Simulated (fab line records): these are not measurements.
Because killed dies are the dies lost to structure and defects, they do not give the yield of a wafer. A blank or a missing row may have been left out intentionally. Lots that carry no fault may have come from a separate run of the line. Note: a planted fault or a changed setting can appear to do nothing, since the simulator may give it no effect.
Matching of chambers -- flow n5 finfet -- N5_BEOL_M6_ETCH_61 on rie diel-01: 4 sister chambers
The step etches SiARC in CF4, target depth 45.5 nm, time 75.8 s. 4 wafers are shown with their chamber, then 7 later ones without.

== EACH WAFER AND ITS CHAMBER ==
wafer,chamber,showerhead plenum p Torr (Torr)
L078.3,2,2.14
L082.5,1,2.26
L089.3,3,2.06
L089.4,0,2.08

== WAFERS WHOSE CHAMBER IS MISSING ==
wafer,showerhead plenum p Torr (Torr)
L089.6,2.08
L090.2,2.25
L090.4,2.08
L090.6,2.08
L094.3,2.13
L094.4,2.08
L094.5,2.05

== THE CHAMBER EACH PASSED THROUGH ==
wafer,from the rows above,in truth
L089.6,0,0
L090.2,1,1
L090.4,0,0
L090.6,0,0
L094.3,2,2
L094.4,0,0
L094.5,3,3
Correctly placed: 7 of 7. Number that these rows cannot place: 0. Number placed wrongly: 0.
How it was worked out, from the rows above alone: a wafer's distance from a chamber is the root of the sum, over the readings, of the square of ((its reading less the chamber's mean) divided by the reading's scatter). The wafer belongs to the nearest chamber; if the next one is less than 2 further off, it can't be placed. The mean given for a chamber averages the wafers shown for that chamber. The scatter: with one shown wafer a chamber, the root of the mean of the squares of how far each hidden wafer lies from its nearest shown one.
